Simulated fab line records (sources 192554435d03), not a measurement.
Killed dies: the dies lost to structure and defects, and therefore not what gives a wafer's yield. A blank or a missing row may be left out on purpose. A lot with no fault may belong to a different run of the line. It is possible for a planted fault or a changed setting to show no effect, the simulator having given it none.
Which of the tools did it? | flow n5_finfet | Sampling: 8 lots, 22 wafers, 7 of 1938 route steps

== WHAT THE GAUGES SHOWED, per wafer ==
N5_GATE_CUT_THK_MEAS_24. Usual: GC_FILL_THK typically reads 219.7 nm, with standard deviation 2.8.
lot  | measured     | on            | GC_FILL_THK (nm)  | flag
L319 | day 4 19:46  | film_metro-02 | 217.3 221.2 217.6 |
L320 | day 5 02:21  | film_metro-01 | 216.7 219.7 222.1 |
L325 | day 6 08:41  | film_metro-01 | 306.9 215.7       | OFF
L335 | day 8 20:49  | film_metro-01 | 222.8 220.4 222.2 |
L336 | day 9 02:11  | film_metro-02 | 218.8 222.3 219.3 |
L339 | day 9 19:15  | film_metro-01 | 219.5 219.0 220.0 |
L340 | day 10 08:37 | film_metro-02 | 211.8 222.4 217.2 |
L341 | day 10 15:07 | film_metro-01 | 218.7 213.5       |

N5_BEOL_M4_RC_MEAS_101. Usual: DIBL_N 36.8 mV/V, standard deviation 2.2; DIBL_P 37.0 mV/V, standard deviation 2.8; IOFF_N 0.18 nA/um, standard deviation 0.043; IOFF_P 0.23 nA/um, standard deviation 0.05; ION_N 680 uA/um, standard deviation 14; ION_P 466 uA/um, standard deviation 9.1; SS_N 71.7 mV/dec, standard deviation 0.74; SS_P 73.5 mV/dec, standard deviation 0.79; VT_N 248 mV, standard deviation 4; VT_P -249 mV, standard deviation 4.1.
lot  | measured     | on        | DIBL_N (mV/V)  | DIBL_P (mV/V)  | IOFF_N (nA/um) | IOFF_P (nA/um) | ION_N (uA/um) | ION_P (uA/um) | SS_N (mV/dec)  | SS_P (mV/dec)  | VT_N (mV)   | VT_P (mV)      | flag
L319 | day 8 09:34  | prober-02 | 37.8 34.9 38.9 | 36.7 33.9 38.6 | 0.16 0.13 0.19 | 0.19 0.17 0.23 | 666 677 688   | 450 462 463   | 71.9 69.7 71.8 | 73.9 73.0 73.7 | 249 252 248 | -254 -255 -251 |
L320 | day 8 01:04  | prober-01 | 39.6 35.4 37.8 | 41.3 36.2 39.6 | 0.29 0.17 0.23 | 0.36 0.22 0.32 | 715 691 696   | 484 470 480   | 72.7 71.5 72.1 | 74.8 73.3 74.0 | 238 247 243 | -241 -246 -242 |
L325 | day 9 11:29  | prober-02 | 37.2 34.5      | 36.0 33.0      | 0.17 0.13      | 0.22 0.18      | 678 658       | 465 457       | 72.8 71.3      | 73.9 72.6      | 248 250     | -248 -250      |
L335 | day 11 20:49 | prober-02 | 38.1 40.9 38.4 | 35.3 38.5 35.4 | 0.18 0.22 0.16 | 0.24 0.30 0.23 | 688 693 669   | 475 478 459   | 72.0 72.2 71.9 | 73.1 74.1 73.5 | 249 243 252 | -246 -244 -248 |
L336 | day 12 20:48 | prober-02 | 34.6 30.4 39.2 | 34.2 29.0 40.9 | 0.13 0.08 0.25 | 0.19 0.12 0.31 | 664 636 695   | 457 441 474   | 70.7 69.9 71.6 | 73.0 71.5 74.1 | 252 259 242 | -251 -257 -244 |
L339 | day 13 03:29 | prober-01 | 37.4 39.8 38.5 | 36.0 41.2 37.6 | 0.18 0.25 0.21 | 0.20 0.31 0.23 | 687 707 683   | 459 480 460   | 71.9 73.3 72.8 | 73.4 74.3 73.8 | 249 244 247 | -252 -249 -250 |
L340 | day 13 10:34 | prober-01 | 33.4 37.3 35.5 | 34.3 39.2 37.2 | 0.12 0.20 0.15 | 0.17 0.25 0.22 | 671 687 670   | 460 468 466   | 70.6 71.6 71.4 | 73.1 73.7 73.1 | 256 246 251 | -255 -250 -250 |
L341 | day 13 11:31 | prober-02 | 36.7 37.7      | 37.9 40.2      | 0.20 0.22      | 0.26 0.31      | 686 701       | 474 487       | 72.2 72.3      | 73.6 74.8      | 243 242     | -244 -241      |

== EACH LOT AND THE TOOL THAT RAN IT (in order: tool; ch and the chambers of the sampled wafers; start) ==
lot  | N5_GATE_CUT_SAC_CAP_01            | N5_GATE_CUT_HM_DEP_46          | N5_GATE_CUT_HM_OPEN_40             | N5_GATE_CUT_CUT_ETCH_55           | N5_GATE_CUT_VAPOR_ETCH_51
L319 | ald_sin-03 ch 0,1, day 4 14:04    | pecvd-03 ch 0,1,2, day 4 16:40 | rie_diel-01 ch 0,1, day 4 17:19    | rie_metal-03 ch 0,1, day 4 17:40  | rie_metal-03 ch 0,1, day 4 17:47
L320 | ald_sin-04 ch 0,1, day 4 19:26    | pecvd-03 ch 1,2, day 4 22:02   | rie_diel-01 ch 0,2, day 4 22:47    | rie_metal-03 ch 1, day 4 23:08    | rie_metal-03 ch 1, day 4 23:16
L325 | ald_sin-04 ch 2,3, day 6 02:56    | pecvd-03 ch 0,2, day 6 05:32   | rie_diel-01 ch 0,1, day 6 06:13    | rie_metal-01 ch 0, day 6 06:34    | rie_metal-01 ch 0, day 6 06:41
L335 | ald_sin-04 ch 0,1,3, day 8 14:59  | pecvd-01 ch 0,1, day 8 17:38   | rie_diel-02 ch 0,1,2, day 8 18:15  | rie_metal-02 ch 0,1, day 8 18:36  | rie_metal-02 ch 0,1, day 8 18:43
L336 | ald_sin-01 ch 0,1,3, day 8 20:29  | pecvd-01 ch 1,2, day 8 23:05   | rie_diel-01 ch 0,2,3, day 8 23:42  | rie_metal-01 ch 0,1, day 9 00:03  | rie_metal-01 ch 0,1, day 9 00:10
L339 | ald_sin-04 ch 0,2,3, day 9 13:04  | pecvd-03 ch 0,2, day 9 15:42   | rie_diel-01 ch 2,3, day 9 16:47    | rie_metal-02 ch 0,1, day 9 17:08  | rie_metal-02 ch 0,1, day 9 17:16
L340 | ald_sin-01 ch 1,2,3, day 10 02:37 | pecvd-03 ch 0,1, day 10 05:14  | rie_diel-01 ch 0,1,2, day 10 06:07 | rie_metal-02 ch 0,1, day 10 06:28 | rie_metal-02 ch 0,1, day 10 06:35
L341 | ald_sin-01 ch 0,1, day 10 10:20   | pecvd-03 ch 0,1, day 10 11:55  | rie_diel-02 ch 0,3, day 10 12:41   | rie_metal-01 ch 0,1, day 10 13:01 | rie_metal-01 ch 0,1, day 10 13:08
- N5_GATE_CUT_SAC_CAP_01: material SiNx, target thk 24 nm, pulse time 1 s, ald cycles 480.
- N5_GATE_CUT_HM_DEP_46: deposits SiO2 from TEOS/O2, target thk 130 nm, time 26.6 s.
- N5_GATE_CUT_HM_OPEN_40: chemistry C4F6/O2, target SiO2, target depth 139 nm, time 85.1 s.
- N5_GATE_CUT_CUT_ETCH_55: etches HfO2 in BCl3, target depth 3.2 nm.
- N5_GATE_CUT_VAPOR_ETCH_51: etches HfO2 in BCl3/Cl2.

== AS READ BY THE TOOLS THEMSELVES (means over the sampled wafers that have a number; for cases with no such wafer, the mark the record gives instead) ==
N5_GATE_CUT_SAC_CAP_01. Usual: heater_power_w 775 W, standard deviation 48; precursor_pulse_height_rel 0.999, standard deviation 0.018.
lot  | tool       | heater_power_w (W) | precursor_pulse_height_rel | flag
L319 | ald_sin-03 | 779                | 0.988                      |
L320 | ald_sin-04 | 721                | 0.994                      |
L325 | ald_sin-04 | 772                | 0.992                      |
L335 | ald_sin-04 | 733                | 0.997                      |
L336 | ald_sin-01 | 796                | 0.993                      |
L339 | ald_sin-04 | 764                | 0.992                      |
L340 | ald_sin-01 | 821                | 0.989                      |
L341 | ald_sin-01 | 795                | 1.013                      |

N5_GATE_CUT_HM_DEP_46. Usual: heater_power_w 541 W, standard deviation 110; showerhead_plenum_p_Torr 8.35 Torr, standard deviation 0.035; throttle_valve_pct 18.8 %, standard deviation 0.7.
lot  | tool     | heater_power_w (W) | showerhead_plenum_p_Torr (Torr) | throttle_valve_pct (%) | flag
L319 | pecvd-03 | 514                | 8.33                            | 18.7                   |
L320 | pecvd-03 | 436                | 8.35                            | 19.1                   |
L325 | pecvd-03 | 540                | 8.35                            | 18.4                   |
L335 | pecvd-01 | 642                | 8.35                            | 19.4                   |
L336 | pecvd-01 | 600                | 8.35                            | 18.6                   |
L339 | pecvd-03 | 517                | 8.35                            | 18.6                   |
L340 | pecvd-03 | 397                | 8.35                            | 18.6                   |
L341 | pecvd-03 | 423                | 8.34                            | 18.6                   |

N5_GATE_CUT_HM_OPEN_40. Usual: bias_w 185.0 W, standard deviation 0.52; drypump_motor_current_A 5.8 A, standard deviation 0.41; etch_rf_on_time_s 94 s, standard deviation 3.3; mfc_ar_sccm 300.2 sccm, standard deviation 0.85; oes_product_au 0.69 a.u., standard deviation 0.074; rf_vpp_V 662 V, standard deviation 22; showerhead_plenum_p_Torr 2.87 Torr, standard deviation 0.08; throttle_valve_pct 20.97 %, standard deviation 0.22.
lot  | tool        | bias_w (W) | drypump_motor_current_A (A) | etch_rf_on_time_s (s) | mfc_ar_sccm (sccm) | oes_product_au (a.u.) | rf_vpp_V (V) | showerhead_plenum_p_Torr (Torr) | throttle_valve_pct (%) | flag
L319 | rie_diel-01 | 184.8      | 5.3                         | 92                    | 299.7              | 0.67                  | 640          | 2.91                            | 20.83                  |
L320 | rie_diel-01 | 185.4      | 5.2                         | 90                    | 300.2              | 0.73                  | 661          | 2.94                            | 20.94                  |
L325 | rie_diel-01 | 185.6      | 5.4                         | 126                   | 299.3              | 0.68                  | 636          | 2.88                            | 20.83                  | OFF
L335 | rie_diel-02 | 185.2      | 5.8                         | 93                    | 299.9              | 0.66                  | 665          | 2.86                            | 21.13                  |
L336 | rie_diel-01 | 185.3      | 5.6                         | 93                    | 300.2              | 0.69                  | 664          | 2.87                            | 20.98                  |
L339 | rie_diel-01 | 184.7      | 5.7                         | 94                    | 300.6              | 0.71                  | 675          | 2.83                            | 21.05                  |
L340 | rie_diel-01 | 184.8      | 5.4                         | 90                    | 299.8              | 0.76                  | 650          | 2.87                            | 20.82                  |
L341 | rie_diel-02 | 185.2      | 5.8                         | 89                    | 300.1              | 0.76                  | 696          | 2.84                            | 20.95                  |

N5_GATE_CUT_CUT_ETCH_55. Usual: bias_w 18.01 W, standard deviation 0.053; drypump_motor_current_A 5.8 A, standard deviation 0.41; oes_product_au 0.79 a.u., standard deviation 0.11; throttle_valve_pct 32.8 %, standard deviation 0.4.
lot  | tool         | bias_w (W) | drypump_motor_current_A (A) | oes_product_au (a.u.) | throttle_valve_pct (%) | flag
L319 | rie_metal-03 | 18.05      | 5.4                         | 0.83                  | 32.6                   |
L320 | rie_metal-03 | 18.01      | 5.6                         | 0.65                  | 32.9                   |
L325 | rie_metal-01 | 18.06      | 5.8                         | 0.76                  | 33.2                   |
L335 | rie_metal-02 | 18.06      | 6.3                         | 0.83                  | 32.5                   |
L336 | rie_metal-01 | 18.00      | 5.8                         | 0.82                  | 33.1                   |
L339 | rie_metal-02 | 17.96      | 6.3                         | 0.83                  | 32.5                   |
L340 | rie_metal-02 | 17.95      | 6.3                         | 0.82                  | 32.5                   |
L341 | rie_metal-01 | 18.06      | 5.7                         | 0.83                  | 33.0                   |

N5_GATE_CUT_VAPOR_ETCH_51. Usual: drypump_motor_current_A 5.8 A, standard deviation 0.41; oes_product_au 0.79 a.u., standard deviation 0.11.
lot  | tool         | drypump_motor_current_A (A) | oes_product_au (a.u.) | flag
L319 | rie_metal-03 | 5.4                         | 0.82                  |
L320 | rie_metal-03 | 5.6                         | 0.65                  |
L325 | rie_metal-01 | 5.8                         | 0.75                  |
L335 | rie_metal-02 | 6.3                         | 0.83                  |
L336 | rie_metal-01 | 5.7                         | 0.82                  |
L339 | rie_metal-02 | 6.3                         | 0.83                  |
L340 | rie_metal-02 | 6.3                         | 0.82                  |
L341 | rie_metal-01 | 5.7                         | 0.82                  |

== THE ANSWER, worked out from the rows above alone ==
Rule: lot off if the mean of its wafers having a number is beyond 3 standard deviations from the usual mean. Also off: a lot with no number at a reading for which 4 or more lots have one. Any other lot the step has rows for is counted as sound. Order of review: gauges by route order, followed by the tools' own readings, for which a lot's mean as printed above is used. At the first step where some lot is off, the reading lying furthest off is the one used; lots without a number count as furthest.
Off: L325, seen at N5_GATE_CUT_THK_MEAS_24 (GC_FILL_THK).
If a tool, at a process step before that reading, ran all the lots that are off and no sound lot after the first of them, it fits. The gauges at N5_GATE_CUT_THK_MEAS_24 aren't tried: what is off there is off at N5_GATE_CUT_HM_OPEN_40 too, on other tools, and a gauge's error can't cause that. Not one of the candidates tried fits.

== WHAT THE SIMULATOR PUT IN ==
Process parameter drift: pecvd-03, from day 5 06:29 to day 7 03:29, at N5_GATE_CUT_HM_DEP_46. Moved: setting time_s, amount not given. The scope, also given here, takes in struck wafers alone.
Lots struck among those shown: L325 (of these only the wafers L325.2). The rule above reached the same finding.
